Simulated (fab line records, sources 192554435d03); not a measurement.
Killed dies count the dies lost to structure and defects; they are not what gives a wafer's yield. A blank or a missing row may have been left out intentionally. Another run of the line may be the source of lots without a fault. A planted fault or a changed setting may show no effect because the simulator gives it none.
Comparing a struck lot with a sound one	flow n5 finfet	41 out of 1938 route steps
Sound: wafers L582.2, L582.3, L582.4. Wafers struck: L568.1, L568.3, L568.5. At the end, the cause is stated.
Order at every step that has rows: each side's tool, ch and its chambers, its first start. Under that, the readings that differ: sound wafers	struck wafers	difference of the means	sigmas: that difference in standard deviations of wafers without a fault.
alike: readings with means less than 2 such deviations apart, plus words and numbers identical on both sides. not compared: withheld readings, readings lacking a value on some wafer, bounds such as >300 that could conceal the same value, and numbers that have no deviation in the record and whose values overlap.
Wherever a step has rows on one side only, a row that says differs or no value, or a row with sigmas, the two part there. When numbers do not overlap yet have no deviation, they are printed without sigmas and do not part them. A reading missing from all wafers of one side parts the sides only when that side holds two or more wafers.

first, 11 steps without rows for these wafers: N5_BEOL_M0_SAQP_MANDREL_ETCH_20 (etches a-Si in HBr/Cl2, stops on SiNx, target depth 60 nm, bt time 10 s, time 30 s); N5_BEOL_M0_SAQP_STRIP_86 (strips in N2/H2); N5_BEOL_M0_SAQP_STRIP_115 (strips in post etch residue remover, time 60 s); N5_BEOL_M0_SAQP_SRD_93 (time 30 s); N5_BEOL_M0_SAQP_RECESS_114 (chemistry HF/NH3, target SiO2, target depth 14.4 nm, afs cycles 3, sublimation time 60 s); N5_BEOL_M0_SAQP_SPACER1_ALD_98 (deposits SiO2, target thk 12.8 nm, pulse time 1 s, purge time 2 s); N5_BEOL_M0_SAQP_SPACER1_ETCHBACK_99 (etches SiO2 in CHF3/O2, target depth 15.4 nm, time 7.7 s); N5_BEOL_M0_SAQP_MANDREL1_REMOVE_100 (chemistry HBr/Cl2/O2, target a-Si, stops on SiNx, bt time 10 s); N5_BEOL_M0_SAQP_ETCH_101 (etches SiNx in CH3F/O2, target depth 29.9 nm, time 42.7 s); N5_BEOL_M0_SAQP_ETCH_102 (etches SiO2 in CF4, target depth 4 nm, time 4.4 s); N5_BEOL_M0_SAQP_MANDREL_ETCH_103 (etches a-Si in HBr/Cl2, stops on SiCN, target depth 45 nm, bt time 10 s, time 27 s).
N5_BEOL_M0_SAQP_RECESS_104: chemistry HF/NH3, target SiO2, target depth 18 nm, afs cycles 3, sublimation time 60 s.
  sound on vapor etch-02 ch 0,1, day 10 04:53; struck on vapor etch-02 ch 0,1, day 6 20:27
  alike: drypump motor current A
then, 17 steps without rows for these wafers: N5_BEOL_M0_SAQP_COAT_105 (time 60 s, resist thk 100 nm); N5_BEOL_M0_SAQP_ETCH_106 (etches SOC in N2/H2, stops on SiNx, target depth 150 nm); N5_BEOL_M0_SAQP_ETCH_107 (etches SiNx in CH3F/O2, target depth 30 nm); N5_BEOL_M0_SAQP_STRIP_108 (strips in N2/H2); N5_BEOL_M0_SAQP_RECESS_109 (chemistry HF/NH3, target SiO2, target depth 3 nm, afs cycles 1, sublimation time 60 s); N5_BEOL_M0_SAQP_SPACER2_ALD_26 (deposits SiO2, target thk 15 nm, pulse time 1 s, purge time 2 s); N5_BEOL_M0_SAQP_SPACER2_ETCHBACK_27 (etches SiO2 in CHF3/O2, target depth 22.5 nm, time 11.25 s); N5_BEOL_M0_SAQP_MANDREL2_REMOVE_110 (chemistry HBr/Cl2/O2, target a-Si, stops on SiCN, bt time 10 s); N5_BEOL_M0_SAQP_COAT_69 (time 60 s, resist thk 90 nm); N5_BEOL_M0_SAQP_COAT_72 (time 60 s, resist thk 15 nm); N5_BEOL_M0_SAQP_COAT_87 (time 60 s, resist thk 5 nm); N5_BEOL_M0_SAQP_COAT_34 (resist thk 30 nm); N5_BEOL_M0_SAQP_EBR_36; N5_BEOL_M0_SAQP_SOFTBAKE_35 (time 60 s); N5_BEOL_M0_SAQP_EXPOSE_37 (exposes mask M0 CUT1, target cd 30 nm); N5_BEOL_M0_SAQP_PEB_38 (peb time 60 s); N5_BEOL_M0_SAQP_DEVELOP_39 (develop time 30 s).
N5_BEOL_M0_SAQP_INSPECT_42: inspects for defects (brightfield).
  struck on defect inspect-02, day 6 22:21; sound on defect inspect-01, day 10 06:59
reading	sound	struck	difference	sigmas
raw defect count	281 286 209	558 491 569	+281	+4
then, 8 steps without rows for these wafers: N5_BEOL_M0_SAQP_DESCUM_45 (chemistry O2, time 7 s); N5_BEOL_M0_SAQP_ETCH_88 (etches underlayer in N2/H2, target depth 6.5 nm, time 5.2 s); N5_BEOL_M0_SAQP_ETCH_73 (etches SiARC in CF4, target depth 19.5 nm, time 32.5 s); N5_BEOL_M0_SAQP_CUT_ETCH_46 (etches SOC in N2/H2, target depth 135 nm, overetch 27 nm, time 202.5 s); N5_BEOL_M0_SAQP_STRIP_74 (strips in N2/H2); N5_BEOL_M0_SAQP_STRIP_89 (strips in N2/H2); N5_BEOL_M0_SAQP_ALD_48 (deposits SiO2, target thk 20 nm, pulse time 1 s, co reactant pulse time 1 s); N5_BEOL_M0_SAQP_ETCH_49 (etches SiO2 in CF4/O2, target depth 37 nm).
N5_BEOL_M0_CUTY_INSPECT_59: inspects for defects (macro).
  struck on defect inspect-02, day 7 00:11; sound on defect inspect-02, day 10 08:31
reading	sound	struck	difference	sigmas
raw defect count	3 0 4	248 258 256	+252	+99 or more
-- record jumps: 2 days separate the struck wafers' starts on either side; left off in module BEOL_M0_CUTY, taken up again in module BEOL_M4, whose first shown step is the route's number 1111 --
N5_BEOL_M4_RC_MEAS_101:
  sound on prober-02 ch 0, day 12 21:59; struck on prober-02 ch 0, day 9 10:13
  alike: DIBL_N, DIBL_P, IOFF_N, IOFF_P, ION_N, ION_P, SS_N, SS_P, VT_N, VT_P
-- a jump in the record: the struck wafers' starts before and after are 4 days apart (it breaks off in module BEOL_M4 and resumes in module PASSIVATION, where the first step shown is number 1936 of the route) --
N5_PASSIVATION_PROBE_49:
  rows exist in the record for the struck wafers here (prober-01, day 13 20:43), but not for the sound ones

## WHERE THEY PART
Earliest at N5_BEOL_M0_SAQP_INSPECT_42; latest, in this record, at N5_PASSIVATION_PROBE_49.

WHY: what had been put in by the simulator
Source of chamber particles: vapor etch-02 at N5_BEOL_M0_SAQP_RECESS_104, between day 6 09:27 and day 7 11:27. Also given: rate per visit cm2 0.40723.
